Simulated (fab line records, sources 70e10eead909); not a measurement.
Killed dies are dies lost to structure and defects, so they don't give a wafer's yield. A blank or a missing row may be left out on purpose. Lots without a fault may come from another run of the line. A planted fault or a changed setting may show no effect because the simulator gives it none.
Chamber matching | flow nand_harc | NHARC_A_STAIRCASE_ETCH_169 on rie_diel-08: 4 sister chambers
The step etches the open film in CH3F/O2, target depth 50 nm, time 107.1 s. 7 wafers are shown with their chamber, then 7 later ones without.

WAFERS WITH THEIR CHAMBER
wafer  | chamber | showerhead_plenum_p_Torr (Torr) | drypump_motor_current_A (A)
L448.2 | 1       | 2.66                            | 5.7
L449.6 | 2       | 2.50                            | 5.0
L451.1 | 0       | 2.45                            | 5.3
L451.4 | 2       | 2.49                            | 5.0
L451.6 | 3       | 2.46                            | 5.9
L454.1 | 3       | 2.46                            | 6.0
L454.3 | 0       | 2.44                            | 5.2

WAFERS WITHOUT THEIR CHAMBER
wafer  | showerhead_plenum_p_Torr (Torr) | drypump_motor_current_A (A)
L454.4 | 2.49                            | 5.0
L455.1 | 2.49                            | 5.1
L455.3 | 2.65                            | 5.7
L455.4 | 2.46                            | 5.9
L459.1 | 2.44                            | 5.2
L459.2 | 2.45                            | 5.9
L459.6 | 2.45                            | 5.9

WHICH CHAMBER EACH WENT THROUGH
wafer  | from the rows above | in truth
L454.4 | 2                   | 2
L455.1 | 2                   | 2
L455.3 | 1                   | 1
L455.4 | 3                   | 3
L459.1 | 0                   | 0
L459.2 | 3                   | 3
L459.6 | 3                   | 3
Placed correctly: 7 of 7. Can't be placed from these rows: 0. Placed wrongly: 0.
How it was worked out, from the rows above alone: a wafer's distance from a chamber is the root of the sum, over the readings, of the square of ((its reading less the chamber's mean) divided by the reading's scatter). The wafer belongs to the nearest chamber; if the next one is less than 2 further off, it can't be placed. A chamber's mean is the mean of its shown wafers. The scatter: the root of (the sum of the squares of (reading less its chamber's mean) over the shown wafers, divided by (wafers less chambers)).
